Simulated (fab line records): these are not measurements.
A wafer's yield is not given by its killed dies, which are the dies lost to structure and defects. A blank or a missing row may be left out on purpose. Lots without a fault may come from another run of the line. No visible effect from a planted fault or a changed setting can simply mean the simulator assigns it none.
Which tool was responsible? + flow nand_harc + 24 lots with 72 wafers sampled at 6 steps, on a route of 1302 steps

== WHAT EACH GAUGE READ, for each wafer ==
NHARC_A_START_INSPECT_01. Usual: raw_defect_count at 3.2, with a standard deviation of 1.7.
| lot  | measured     | on                | raw_defect_count | flag |
|------|--------------|-------------------|------------------|------|
| L074 | day 6 20:10  | defect_inspect-02 | 4 4 1            |      |
| L075 | day 6 20:57  | defect_inspect-02 | 1 3 2            |      |
| L076 | day 7 09:11  | defect_inspect-02 | 4 4 5            |      |
| L077 | day 7 21:44  | defect_inspect-02 | 1 4 3            |      |
| L078 | day 8 07:45  | defect_inspect-02 | 5 4 2            |      |
| L079 | day 8 18:38  | defect_inspect-02 | 0 3 0            |      |
| L080 | day 9 06:20  | defect_inspect-02 | 3 3 3            |      |
| L081 | day 9 12:17  | defect_inspect-02 | 1 3 2            |      |
| L082 | day 10 04:22 | defect_inspect-02 | 6 2 1            |      |
| L083 | day 10 09:40 | defect_inspect-01 | 5 5 3            |      |
| L084 | day 11 02:14 | defect_inspect-01 | 6 5 3            |      |
| L085 | day 11 04:24 | defect_inspect-02 | 1 4 1            |      |
| L086 | day 11 15:31 | defect_inspect-02 | 4 2 4            |      |
| L087 | day 12 03:14 | defect_inspect-01 | 0 6 0            |      |
| L088 | day 12 21:22 | defect_inspect-02 | 0 2 2            |      |
| L089 | day 12 22:01 | defect_inspect-01 | 5 1 4            |      |
| L090 | day 13 15:06 | defect_inspect-01 | 4 5 6            |      |
| L091 | day 14 00:31 | defect_inspect-01 | 5 1 6            |      |
| L092 | day 14 00:40 | defect_inspect-02 | 2 4 2            |      |
| L093 | day 14 13:55 | defect_inspect-02 | 7 3 3            |      |
| L094 | day 15 02:44 | defect_inspect-01 | 7 2 3            |      |
| L095 | day 15 09:50 | defect_inspect-01 | 1 4 6            |      |
| L097 | day 16 15:00 | defect_inspect-02 | 2 5 6            |      |
| L096 | day 16 15:38 | defect_inspect-02 | 2 3 4            |      |

NHARC_A_ONON_D1_THK_MEAS_18: measures by ellipsometry. Usual: thk_nm at 1004 nm, with a standard deviation of 10.
| lot  | measured     | on            | thk_nm (nm)    | flag |
|------|--------------|---------------|----------------|------|
| L074 | day 8 06:41  | film_metro-02 | 1000 1000 1000 |      |
| L075 | day 8 06:41  | film_metro-01 | 997 999 998    |      |
| L076 | day 8 20:01  | film_metro-01 | 1019 1019 1021 |      |
| L077 | day 9 10:13  | film_metro-01 | 1010 1009 1011 |      |
| L078 | day 9 19:44  | film_metro-02 | 1008 1010 1010 |      |
| L079 | day 10 04:04 | film_metro-02 | 1005 1005 1006 |      |
| L080 | day 10 17:01 | film_metro-02 | 1011 1010 1011 |      |
| L081 | day 10 23:14 | film_metro-02 | 997 999 1000   |      |
| L082 | day 11 14:19 | film_metro-02 | 1025 1026 1025 |      |
| L083 | day 11 19:11 | film_metro-02 | 990 990 990    |      |
| L084 | day 12 11:24 | film_metro-01 | 991 991 992    |      |
| L085 | day 12 11:25 | film_metro-02 | 992 994 991    |      |
| L086 | day 13 02:31 | film_metro-01 | 1012 1012 1012 |      |
| L087 | day 13 20:47 | film_metro-01 | 989 987 988    |      |
| L088 | day 14 10:40 | film_metro-01 | 1018 1019 1019 |      |
| L089 | day 14 10:41 | film_metro-02 | 1019 1018 1017 |      |
| L090 | day 15 00:58 | film_metro-01 | 997 996 997    |      |
| L091 | day 15 10:28 | film_metro-01 | 991 990 989    |      |
| L092 | day 15 10:28 | film_metro-02 | 999 999 997    |      |
| L093 | day 15 22:47 | film_metro-02 | 1002 1003 1002 |      |
| L094 | day 16 13:29 | film_metro-01 | 1009 1008 1010 |      |
| L095 | day 16 19:02 | film_metro-01 | 1003 1004 1003 |      |
| L097 | day 17 23:54 | film_metro-02 | 1004 1004 1005 |      |
| L096 | day 17 23:54 | film_metro-01 | 995 995 996    |      |

== TOOL THAT RAN EACH LOT (tool first, then ch and the chambers of the sampled wafers, then the start) ==
| lot  | NHARC_P_M2_ETCH_35                 | NHARC_P_M2_DEGAS_29          | NHARC_P_BONDPAD_ETCH_12                       | NHARC_A_ZERO_WELL_RTA_16         |
|------|------------------------------------|------------------------------|-----------------------------------------------|----------------------------------|
| L074 | rie_diel-01 ch 2,3, day 6 12:38    | pvd_sputter-01, day 6 13:34  | rie_diel-12 ch 1,3, day 6 20:10 or earlier    | rtp_anneal-01 ch 0, day 6 22:21  |
| L075 | rie_diel-10 ch 1,2, day 6 12:51    | pvd_sputter-02, day 6 14:15  | rie_diel-12 ch 0,3, day 6 20:57 or earlier    | rtp_anneal-02 ch 0, day 6 23:13  |
| L076 | rie_diel-10 ch 2,3, day 7 01:39    | pvd_sputter-03, day 7 02:34  | rie_diel-06 ch 0,1,3, day 7 09:11 or earlier  | rtp_anneal-02 ch 0, day 7 11:37  |
| L077 | rie_diel-10 ch 0,1,2, day 7 14:13  | pvd_sputter-03, day 7 15:09  | rie_diel-06 ch 2,3, day 7 21:44 or earlier    | rtp_anneal-02 ch 0, day 7 23:53  |
| L078 | rie_diel-01 ch 0,1, day 8 00:05    | pvd_sputter-02, day 8 01:01  | rie_diel-06 ch 1,2,3, day 8 07:45 or earlier  | rtp_anneal-02 ch 0, day 8 09:52  |
| L079 | rie_diel-10 ch 0,1,2, day 8 11:05  | pvd_sputter-02, day 8 12:01  | rie_diel-12 ch 0,1,3, day 8 18:38 or earlier  | rtp_anneal-01 ch 0, day 8 20:44  |
| L080 | rie_diel-01 ch 0,1,2, day 8 22:51  | pvd_sputter-03, day 8 23:47  | rie_diel-12 ch 0,3, day 9 06:20 or earlier    | rtp_anneal-01 ch 0, day 9 08:29  |
| L081 | rie_diel-01 ch 1,2,3, day 9 04:46  | pvd_sputter-01, day 9 05:43  | rie_diel-09 ch 0,1,2, day 9 12:17 or earlier  | rtp_anneal-02 ch 0, day 9 14:25  |
| L082 | rie_diel-03 ch 1,2, day 9 20:51    | pvd_sputter-03, day 9 21:47  | rie_diel-09 ch 0,1, day 10 04:22 or earlier   | rtp_anneal-02 ch 0, day 10 06:31 |
| L083 | rie_diel-01 ch 0,1,3, day 10 02:04 | pvd_sputter-01, day 10 02:59 | rie_diel-06 ch 0,1,2, day 10 09:40 or earlier | rtp_anneal-01 ch 0, day 10 11:53 |
| L084 | rie_diel-03 ch 0,1, day 10 18:39   | pvd_sputter-03, day 10 19:39 | rie_diel-12 ch 0,1,2, day 11 02:14 or earlier | rtp_anneal-01 ch 0, day 11 04:23 |
| L085 | rie_diel-03 ch 0,3, day 10 20:51   | pvd_sputter-02, day 10 21:53 | rie_diel-12 ch 1,2, day 11 04:24 or earlier   | rtp_anneal-01 ch 0, day 11 06:28 |
| L086 | rie_diel-03 ch 2,3, day 11 08:05   | pvd_sputter-01, day 11 09:01 | rie_diel-12 ch 0,2,3, day 11 15:31 or earlier | rtp_anneal-02 ch 0, day 11 17:42 |
| L087 | rie_diel-10 ch 0,2,3, day 11 19:41 | pvd_sputter-03, day 11 20:38 | rie_diel-12 ch 0,1, day 12 03:14 or earlier   | rtp_anneal-01 ch 0, day 12 05:22 |
| L088 | rie_diel-10 ch 1,2,3, day 12 13:43 | pvd_sputter-02, day 12 14:38 | rie_diel-06 ch 2,3, day 12 21:22 or earlier   | rtp_anneal-02 ch 0, day 12 23:27 |
| L089 | rie_diel-10 ch 2,3, day 12 14:23   | pvd_sputter-03, day 12 15:20 | rie_diel-09 ch 2,3, day 12 22:01 or earlier   | rtp_anneal-02 ch 0, day 13 00:07 |
| L090 | rie_diel-03 ch 2,3, day 13 07:34   | pvd_sputter-02, day 13 08:30 | rie_diel-06 ch 0,1,2, day 13 15:06 or earlier | rtp_anneal-02 ch 0, day 13 17:13 |
| L091 | rie_diel-03 ch 1,2, day 13 16:54   | pvd_sputter-01, day 13 17:55 | rie_diel-12 ch 0,1,2, day 14 00:31 or earlier | rtp_anneal-02 ch 0, day 14 02:41 |
| L092 | rie_diel-10 ch 0,2,3, day 13 17:04 | pvd_sputter-03, day 13 18:05 | rie_diel-09 ch 0,1,3, day 14 00:40 or earlier | rtp_anneal-01 ch 0, day 14 02:47 |
| L093 | rie_diel-10 ch 0,3, day 14 06:21   | pvd_sputter-01, day 14 07:22 | rie_diel-06 ch 0,1, day 14 13:55 or earlier   | rtp_anneal-02 ch 0, day 14 15:56 |
| L094 | rie_diel-01 ch 1,2, day 14 19:14   | pvd_sputter-01, day 14 20:11 | rie_diel-09 ch 0,1, day 15 02:44 or earlier   | rtp_anneal-02 ch 0, day 15 04:42 |
| L095 | rie_diel-10 ch 0,3, day 15 02:15   | pvd_sputter-02, day 15 03:12 | rie_diel-12 ch 0,2,3, day 15 09:50 or earlier | rtp_anneal-01 ch 0, day 15 11:58 |
| L097 | rie_diel-10 ch 0,1,3, day 16 07:27 | pvd_sputter-01, day 16 08:23 | rie_diel-09 ch 0,1,3, day 16 15:00 or earlier | rtp_anneal-02 ch 0, day 16 17:02 |
| L096 | rie_diel-01 ch 0,2,3, day 16 07:41 | pvd_sputter-03, day 16 08:37 | rie_diel-06 ch 1,2, day 16 15:38 or earlier   | rtp_anneal-02 ch 0, day 16 17:55 |
- NHARC_P_M2_ETCH_35: etches the open film in N2/H2, target depth 40 nm, overetch 12 nm, time 43.94 s.
- NHARC_P_M2_DEGAS_29: time 60 s.
- NHARC_P_BONDPAD_ETCH_12: etches the open film in CHF3/O2, target depth 200 nm, time 100 s.
- NHARC_A_ZERO_WELL_RTA_16: time 10 s.

== AS READ BY THE TOOLS THEMSELVES (means over the sampled wafers that have a number; for cases with no such wafer, the mark the record gives instead) ==
NHARC_P_M2_ETCH_35. Usual: drypump_motor_current_A 5.7 A, standard deviation 0.43; oes_product_au 1.006 a.u., standard deviation 0.0098; rf_vpp_V 430.1 V, standard deviation 2.3; showerhead_plenum_p_Torr 2.02 Torr, standard deviation 0.08; throttle_valve_pct 14.171 %, standard deviation 0.0091.
| lot  | tool        | drypump_motor_current_A (A) | oes_product_au (a.u.) | rf_vpp_V (V) | showerhead_plenum_p_Torr (Torr) | throttle_valve_pct (%) | flag |
|------|-------------|-----------------------------|-----------------------|--------------|---------------------------------|------------------------|------|
| L074 | rie_diel-01 | 6.1                         | 1.016                 | 431.7        | 2.05                            | 14.171                 |      |
| L075 | rie_diel-10 | 5.6                         | 1.010                 | 432.8        | 2.14                            | 14.175                 |      |
| L076 | rie_diel-10 | 5.5                         | 1.005                 | 429.6        | 2.02                            | 14.173                 |      |
| L077 | rie_diel-10 | 5.4                         | 1.004                 | 430.5        | 2.06                            | 14.173                 |      |
| L078 | rie_diel-01 | 5.8                         | 0.999                 | 428.4        | 1.95                            | 14.180                 |      |
| L079 | rie_diel-10 | 5.4                         | 1.022                 | 431.2        | 2.05                            | 14.156                 |      |
| L080 | rie_diel-01 | 6.0                         | 1.004                 | 429.6        | 2.01                            | 14.163                 |      |
| L081 | rie_diel-01 | 5.9                         | 0.998                 | 429.6        | 2.00                            | 14.160                 |      |
| L082 | rie_diel-03 | 5.4                         | 1.004                 | 428.7        | 1.98                            | 14.166                 |      |
| L083 | rie_diel-01 | 6.2                         | 0.998                 | 429.4        | 1.98                            | 14.173                 |      |
| L084 | rie_diel-03 | 5.8                         | 1.002                 | 430.1        | 2.00                            | 14.174                 |      |
| L085 | rie_diel-03 | 5.9                         | 1.006                 | 430.6        | 2.04                            | 14.175                 |      |
| L086 | rie_diel-03 | 5.5                         | 1.010                 | 429.3        | 2.01                            | 14.166                 |      |
| L087 | rie_diel-10 | 5.4                         | 1.006                 | 429.4        | 2.00                            | 14.170                 |      |
| L088 | rie_diel-10 | 5.6                         | 1.003                 | 430.8        | 2.08                            | 14.177                 |      |
| L089 | rie_diel-10 | 5.6                         | 0.997                 | 429.3        | 2.01                            | 14.176                 |      |
| L090 | rie_diel-03 | 5.6                         | 1.020                 | 429.4        | 2.01                            | 14.167                 |      |
| L091 | rie_diel-03 | 5.4                         | 1.008                 | 428.3        | 1.98                            | 14.173                 |      |
| L092 | rie_diel-10 | 5.4                         | 0.996                 | 429.8        | 2.00                            | 14.156                 |      |
| L093 | rie_diel-10 | 5.3                         | 1.003                 | 429.2        | 1.98                            | 14.168                 |      |
| L094 | rie_diel-01 | 5.7                         | 0.999                 | 429.9        | 2.02                            | 14.178                 |      |
| L095 | rie_diel-10 | 5.5                         | 1.010                 | 430.0        | 2.01                            | 14.174                 |      |
| L097 | rie_diel-10 | 5.5                         | 1.010                 | 431.9        | 2.06                            | 14.172                 |      |
| L096 | rie_diel-01 | 6.3                         | 0.992                 | 430.1        | 2.03                            | 14.171                 |      |

NHARC_P_M2_DEGAS_29. Usual: heater_power_w at 325 W, with a standard deviation of 43.
| lot  | tool           | heater_power_w (W) | flag |
|------|----------------|--------------------|------|
| L074 | pvd_sputter-01 | 299                |      |
| L075 | pvd_sputter-02 | 322                |      |
| L076 | pvd_sputter-03 | 296                |      |
| L077 | pvd_sputter-03 | 356                |      |
| L078 | pvd_sputter-02 | 307                |      |
| L079 | pvd_sputter-02 | 300                |      |
| L080 | pvd_sputter-03 | 349                |      |
| L081 | pvd_sputter-01 | 342                |      |
| L082 | pvd_sputter-03 | 332                |      |
| L083 | pvd_sputter-01 | 308                |      |
| L084 | pvd_sputter-03 | 325                |      |
| L085 | pvd_sputter-02 | 307                |      |
| L086 | pvd_sputter-01 | 383                |      |
| L087 | pvd_sputter-03 | 327                |      |
| L088 | pvd_sputter-02 | 295                |      |
| L089 | pvd_sputter-03 | 350                |      |
| L090 | pvd_sputter-02 | 282                |      |
| L091 | pvd_sputter-01 | 355                |      |
| L092 | pvd_sputter-03 | 301                |      |
| L093 | pvd_sputter-01 | 303                |      |
| L094 | pvd_sputter-01 | 311                |      |
| L095 | pvd_sputter-02 | 315                |      |
| L097 | pvd_sputter-01 | 355                |      |
| L096 | pvd_sputter-03 | 335                |      |

NHARC_P_BONDPAD_ETCH_12. Usual: drypump_motor_current_A 5.7 A, standard deviation 0.49; oes_product_au 0.949 a.u., standard deviation 0.025; rf_vpp_V 370.7 V, standard deviation 2; showerhead_plenum_p_Torr 2.40 Torr, standard deviation 0.08; throttle_valve_pct 20.573 %, standard deviation 0.0079.
| lot  | tool        | drypump_motor_current_A (A) | oes_product_au (a.u.) | rf_vpp_V (V) | showerhead_plenum_p_Torr (Torr) | throttle_valve_pct (%) | flag |
|------|-------------|-----------------------------|-----------------------|--------------|---------------------------------|------------------------|------|
| L074 | rie_diel-12 | 5.8                         | 0.922                 | 369.9        | 2.35                            | 20.576                 |      |
| L075 | rie_diel-12 | 5.9                         | 0.959                 | 370.8        | 2.43                            | 20.582                 |      |
| L076 | rie_diel-06 | 5.4                         | 0.978                 | 371.0        | 2.40                            | 20.571                 |      |
| L077 | rie_diel-06 | 5.6                         | 0.968                 | 370.3        | 2.41                            | 20.571                 |      |
| L078 | rie_diel-06 | 5.5                         | 0.930                 | 370.7        | 2.38                            | 20.573                 |      |
| L079 | rie_diel-12 | 5.6                         | 0.959                 | 370.4        | 2.41                            | 20.574                 |      |
| L080 | rie_diel-12 | 6.0                         | 0.964                 | 370.8        | 2.37                            | 20.570                 |      |
| L081 | rie_diel-09 | 5.8                         | 0.928                 | 371.0        | 2.44                            | 20.571                 |      |
| L082 | rie_diel-09 | 6.0                         | 0.929                 | 369.6        | 2.35                            | 20.568                 |      |
| L083 | rie_diel-06 | 5.6                         | 0.959                 | 370.5        | 2.40                            | 20.573                 |      |
| L084 | rie_diel-12 | 5.6                         | 0.928                 | 370.9        | 2.43                            | 20.579                 |      |
| L085 | rie_diel-12 | 5.3                         | 0.976                 | 371.5        | 2.41                            | 20.568                 |      |
| L086 | rie_diel-12 | 6.0                         | 0.916                 | 370.5        | 2.39                            | 20.567                 |      |
| L087 | rie_diel-12 | 5.4                         | 0.931                 | 371.7        | 2.47                            | 20.569                 |      |
| L088 | rie_diel-06 | 5.6                         | 0.948                 | 370.4        | 2.41                            | 20.571                 |      |
| L089 | rie_diel-09 | 5.9                         | 0.921                 | 371.6        | 2.47                            | 20.570                 |      |
| L090 | rie_diel-06 | 5.6                         | 0.976                 | 370.4        | 2.40                            | 20.563                 |      |
| L091 | rie_diel-12 | 5.6                         | 0.942                 | 371.3        | 2.43                            | 20.569                 |      |
| L092 | rie_diel-09 | 5.8                         | 0.921                 | 370.0        | 2.37                            | 20.572                 |      |
| L093 | rie_diel-06 | 5.5                         | 0.962                 | 368.5        | 2.36                            | 20.566                 |      |
| L094 | rie_diel-09 | 5.4                         | 0.989                 | 372.1        | 2.42                            | 20.568                 |      |
| L095 | rie_diel-12 | 6.0                         | 0.967                 | 370.4        | 2.38                            | 20.575                 |      |
| L097 | rie_diel-09 | 5.8                         | 0.972                 | 369.7        | 2.36                            | 20.575                 |      |
| L096 | rie_diel-06 | 5.6                         | 0.926                 | 369.9        | 2.34                            | 20.568                 |      |

NHARC_A_ZERO_WELL_RTA_16. Usual: lamp_power_pct 33 %, standard deviation 3.1; lamp_zone_6_pct 33 %, standard deviation 3.1; wafer_temp_C_max 1005.1, standard deviation 1.2.
| lot  | tool          | lamp_power_pct (%) | lamp_zone_6_pct (%) | wafer_temp_C_max | flag |
|------|---------------|--------------------|---------------------|------------------|------|
| L074 | rtp_anneal-01 | 29                 | 29                  | 1004.0           |      |
| L075 | rtp_anneal-02 | 35                 | 35                  | 1004.9           |      |
| L076 | rtp_anneal-02 | 35                 | 35                  | 1006.6           |      |
| L077 | rtp_anneal-02 | 35                 | 35                  | 1005.7           |      |
| L078 | rtp_anneal-02 | 35                 | 35                  | 1006.5           |      |
| L079 | rtp_anneal-01 | 29                 | 29                  | 1004.0           |      |
| L080 | rtp_anneal-01 | 29                 | 29                  | 1004.6           |      |
| L081 | rtp_anneal-02 | 35                 | 35                  | 1004.7           |      |
| L082 | rtp_anneal-02 | 35                 | 35                  | 1006.6           |      |
| L083 | rtp_anneal-01 | 29                 | 29                  | 1004.3           |      |
| L084 | rtp_anneal-01 | 29                 | 29                  | 1004.7           |      |
| L085 | rtp_anneal-01 | 29                 | 29                  | 1003.7           |      |
| L086 | rtp_anneal-02 | 35                 | 35                  | 1006.2           |      |
| L087 | rtp_anneal-01 | 29                 | 29                  | 1004.0           |      |
| L088 | rtp_anneal-02 | 35                 | 35                  | 1005.4           |      |
| L089 | rtp_anneal-02 | 35                 | 35                  | 1005.1           |      |
| L090 | rtp_anneal-02 | 35                 | 35                  | 1004.8           |      |
| L091 | rtp_anneal-02 | 35                 | 35                  | 1006.3           |      |
| L092 | rtp_anneal-01 | 29                 | 29                  | 1004.2           |      |
| L093 | rtp_anneal-02 | 35                 | 35                  | 1005.5           |      |
| L094 | rtp_anneal-02 | 35                 | 35                  | 1005.8           |      |
| L095 | rtp_anneal-01 | 29                 | 29                  | 1005.4           |      |
| L097 | rtp_anneal-02 | 35                 | 35                  | 1006.0           |      |
| L096 | rtp_anneal-02 | 35                 | 35                  | 1005.4           |      |

== THE ANSWER, worked out from the rows above alone ==
Rule: a lot is off if the mean of its wafers that have a number lies more than 3 standard deviations from the usual mean. Also off: a lot with no number at a reading for which 4 or more lots have one. All remaining lots with rows at the step are treated as sound. Order of review: gauges by route order, followed by the tools' own readings, for which a lot's mean as printed above is used. The first step at which some lot is off is used, and at that step the reading that is off furthest; a lot without a number counts as furthest.
Across all readings shown, no lot is off: no conclusion can be drawn from this.

== WHAT WAS PUT IN BY THE SIMULATOR ==
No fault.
